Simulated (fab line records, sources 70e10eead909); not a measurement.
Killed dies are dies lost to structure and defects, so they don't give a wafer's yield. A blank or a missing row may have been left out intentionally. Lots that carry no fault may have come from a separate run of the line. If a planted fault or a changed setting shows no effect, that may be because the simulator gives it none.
Matching of chambers :: flow nand-harc :: 4 sister chambers for NHARC_P_BONDPAD_ETCH_37 on rie-diel-10
The step etches the open film in N2/H2, target depth 60 nm, overetch 18 nm, time 65.91 s. 16 wafers are shown with their chamber, then 8 later ones without.

## WAFERS WITH THEIR CHAMBER
wafer: L079.2
chamber: 3
showerhead-plenum-p-Torr (Torr): 2.06
drypump-motor-current-A (A): 6.2
rf-vpp-V (V): 431.5

wafer: L079.3
chamber: 1
showerhead-plenum-p-Torr (Torr): 2.13
drypump-motor-current-A (A): 6.4
rf-vpp-V (V): 434.8

wafer: L079.6
chamber: 0
showerhead-plenum-p-Torr (Torr): 2.01
drypump-motor-current-A (A): 6.6
rf-vpp-V (V): 428.9

wafer: L080.1
chamber: 2
showerhead-plenum-p-Torr (Torr): 1.94
drypump-motor-current-A (A): 5.3
rf-vpp-V (V): 427.0

wafer: L080.3
chamber: 0
showerhead-plenum-p-Torr (Torr): 2.01
drypump-motor-current-A (A): 6.6
rf-vpp-V (V): 429.4

wafer: L080.5
chamber: 0
showerhead-plenum-p-Torr (Torr): 2.01
drypump-motor-current-A (A): 6.6
rf-vpp-V (V): 429.6

wafer: L082.2
chamber: 2
showerhead-plenum-p-Torr (Torr): 1.94
drypump-motor-current-A (A): 5.3
rf-vpp-V (V): 427.4

wafer: L082.3
chamber: 0
showerhead-plenum-p-Torr (Torr): 2.01
drypump-motor-current-A (A): 6.6
rf-vpp-V (V): 430.6

wafer: L082.4
chamber: 3
showerhead-plenum-p-Torr (Torr): 2.06
drypump-motor-current-A (A): 6.2
rf-vpp-V (V): 430.8

wafer: L086.2
chamber: 1
showerhead-plenum-p-Torr (Torr): 2.13
drypump-motor-current-A (A): 6.5
rf-vpp-V (V): 433.0

wafer: L086.3
chamber: 0
showerhead-plenum-p-Torr (Torr): 2.01
drypump-motor-current-A (A): 6.6
rf-vpp-V (V): 429.5

wafer: L086.6
chamber: 3
showerhead-plenum-p-Torr (Torr): 2.06
drypump-motor-current-A (A): 6.2
rf-vpp-V (V): 430.2

wafer: L087.1
chamber: 2
showerhead-plenum-p-Torr (Torr): 1.94
drypump-motor-current-A (A): 5.3
rf-vpp-V (V): 426.5

wafer: L087.2
chamber: 0
showerhead-plenum-p-Torr (Torr): 2.01
drypump-motor-current-A (A): 6.5
rf-vpp-V (V): 429.7

wafer: L087.3
chamber: 3
showerhead-plenum-p-Torr (Torr): 2.06
drypump-motor-current-A (A): 6.2
rf-vpp-V (V): 429.5

wafer: L091.1
chamber: 1
showerhead-plenum-p-Torr (Torr): 2.12
drypump-motor-current-A (A): 6.5
rf-vpp-V (V): 432.7

SIGNATURES (means of the wafers above)
reading: showerhead-plenum-p-Torr
chamber 0: 2.0100
chamber 1: 2.1267
chamber 2: 1.9400
chamber 3: 2.0600
scatter within a chamber: 0.00236

reading: drypump-motor-current-A
chamber 0: 6.583
chamber 1: 6.467
chamber 2: 5.300
chamber 3: 6.200
scatter within a chamber: 0.0354

reading: rf-vpp-V
chamber 0: 429.617
chamber 1: 433.500
chamber 2: 426.967
chamber 3: 430.500
scatter within a chamber: 0.748
Rule: for a wafer and a chamber, the distance is found by dividing, reading by reading, the gap between the wafer's reading and the chamber's mean by the reading's scatter, squaring, summing and taking the root. If the next closest chamber is less than 2 further off than the closest, the wafer can't be placed; otherwise it belongs to the closest. The scatter: the root of (the sum of the squares of (reading less its chamber's mean) over the shown wafers, divided by (wafers less chambers)).

## WAFERS WHOSE CHAMBER IS MISSING
wafer: L091.5
showerhead-plenum-p-Torr (Torr): 1.94
drypump-motor-current-A (A): 5.3
rf-vpp-V (V): 426.9

wafer: L091.6
showerhead-plenum-p-Torr (Torr): 2.06
drypump-motor-current-A (A): 6.2
rf-vpp-V (V): 430.0

wafer: L093.2
showerhead-plenum-p-Torr (Torr): 2.06
drypump-motor-current-A (A): 6.2
rf-vpp-V (V): 431.2

wafer: L093.3
showerhead-plenum-p-Torr (Torr): 2.13
drypump-motor-current-A (A): 6.4
rf-vpp-V (V): 431.6

wafer: L093.4
showerhead-plenum-p-Torr (Torr): 2.01
drypump-motor-current-A (A): 6.6
rf-vpp-V (V): 429.0

wafer: L096.1
showerhead-plenum-p-Torr (Torr): 2.05
drypump-motor-current-A (A): 6.2
rf-vpp-V (V): 431.6

wafer: L096.2
showerhead-plenum-p-Torr (Torr): 2.01
drypump-motor-current-A (A): 6.6
rf-vpp-V (V): 429.5

wafer: L096.4
showerhead-plenum-p-Torr (Torr): 2.12
drypump-motor-current-A (A): 6.4
rf-vpp-V (V): 432.3

## EACH ONE'S CHAMBER
wafer: L091.5
from the rows above: 2
in truth: 2

wafer: L091.6
from the rows above: 3
in truth: 3

wafer: L093.2
from the rows above: 3
in truth: 3

wafer: L093.3
from the rows above: 1
in truth: 1

wafer: L093.4
from the rows above: 0
in truth: 0

wafer: L096.1
from the rows above: 3
in truth: 3

wafer: L096.2
from the rows above: 0
in truth: 0

wafer: L096.4
from the rows above: 1
in truth: 1
8 of 8 placed correctly. Number that these rows cannot place: 0. Number placed wrongly: 0.
